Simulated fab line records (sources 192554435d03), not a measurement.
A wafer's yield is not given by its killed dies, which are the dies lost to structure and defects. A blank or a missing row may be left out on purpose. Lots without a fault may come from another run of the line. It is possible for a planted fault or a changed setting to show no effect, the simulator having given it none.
3 desks looking at one fault ; flow n5_finfet ; each desk holds nothing but its own numbers, with what lay behind them at the end

FROM THE METROLOGY DESK
What the gauges read, lot by lot, whatever tool the lot ran on: means of the sampled wafers that have a number. Any lot whose mean is over 4 standard deviations away from the usual mean is out of limits and marked OUT; that distance is given in the brackets. It has 12 readings; the 7 that lie furthest out on some lot are the ones shown.
Columns: A = DIBL_P at N5_BEOL_M4_RC_MEAS_101, usual 36.4 mV/V; B = IOFF_N at N5_BEOL_M4_RC_MEAS_101, usual 0.16 nA/um; C = IOFF_P at N5_BEOL_M4_RC_MEAS_101, usual 0.22 nA/um; D = ION_N at N5_BEOL_M4_RC_MEAS_101, usual 675 uA/um; E = SS_N at N5_BEOL_M4_RC_MEAS_101, usual 71.6 mV/dec; F = SS_P at N5_BEOL_M4_RC_MEAS_101, usual 73.3 mV/dec; G = VT_P at N5_BEOL_M4_RC_MEAS_101, usual -250 mV
lot;first seen here;A;B;C;D;E;F;G
L278;day 8 08:14;37.5;0.17;0.23;675;71.2;73.3;-249
L285;day 11 16:05;33.9;0.14;0.21;670;71.1;72.8;-248
L287;day 11 17:20;39.9;0.22;0.28;693;72.8;74.2;-246
L290;day 12 00:31;33.7;0.14;0.19;674;71.3;73.0;-253
L293;day 12 12:20;35.2;0.13;0.16;670;71.3;72.8;-256
L297;day 13 18:39;35.9;0.16;0.22;680;72.0;72.8;-249
This desk's finding: nothing out of limits on any of the 6 lots.

DESK OF THE TOOL OWNER: rie_diel-01
The tool's own readings at N5_BEOL_M3_ETCH_70 (etches SOC in N2/H2, target depth 80 nm, overetch 16 nm, time 120 s): means of the sampled wafers that have a number, for each lot that ran on this tool. Any lot whose mean is over 4 standard deviations away from the usual mean is out of limits and marked OUT; that distance is given in the brackets.
Columns: A = drypump_motor_current_A at N5_BEOL_M3_ETCH_70, usual 5.7 A; B = oes_product_au at N5_BEOL_M3_ETCH_70, usual 0.60 a.u.; C = rf_fwd_power_W at N5_BEOL_M3_ETCH_70, usual 835.1 W; D = rf_vpp_V at N5_BEOL_M3_ETCH_70, usual 523.6 V; E = showerhead_plenum_p_Torr at N5_BEOL_M3_ETCH_70, usual 2.53 Torr; F = throttle_valve_pct at N5_BEOL_M3_ETCH_70, usual 17.87 %
lot;first seen here;A;B;C;D;E;F
L278;day 9 00:13;6.3;0.63;835.1;524.4;2.53;17.69
L285;day 12 05:28;6.2;0.68;1034.6 (+77) OUT;488.3 (-15) OUT;2.57;17.89
L287;day 12 08:55;6.3;0.67;1038.5 (+78) OUT;487.4 (-16) OUT;2.51;17.78
This desk's verdict: out of limits on L285, L287, starting with L285 at day 12 05:28 (rf_fwd_power_W at N5_BEOL_M3_ETCH_70). L278: within limits.

THE DEFECT DESK
Per lot, the means of the sampled wafers with a number show what the inspections along the route counted. Any lot whose mean is over 4 standard deviations away from the usual mean is out of limits and marked OUT; that distance is given in the brackets.
Columns: A = raw_defect_count at N5_BEOL_M3_INSPECT_30, usual 408
lot;first seen here;A
L278;day 8 08:20;368
L285;day 11 16:11;419
L287;day 11 17:26;369
L290;day 12 00:37;588
L293;day 12 12:25;345
L297;day 13 18:44;339
This desk's finding: nothing out of limits on any of the 6 lots.

BROUGHT TOGETHER
The tool owner's desk had the chance to raise an alarm at day 12 05:28 on L285, L287.
Metrology desk: nothing out of limits seen.
Nothing the defect desk looked at was out of limits.
The metrology desk holds a record of L285, L287, inside its limits.
The defect desk has L285, L287 on record, within its limits.
On rie_diel-01, each named lot ran N5_BEOL_M3_ETCH_70.

WHAT THE SIMULATOR PUT IN
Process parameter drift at N5_BEOL_M3_ETCH_70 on rie_diel-01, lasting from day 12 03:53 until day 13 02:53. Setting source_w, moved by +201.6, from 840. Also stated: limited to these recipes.
Shown lots that were struck: L285, L287.
Each desk's first reading out of limits, in hours after the fault started: the tool owner's desk, 2.
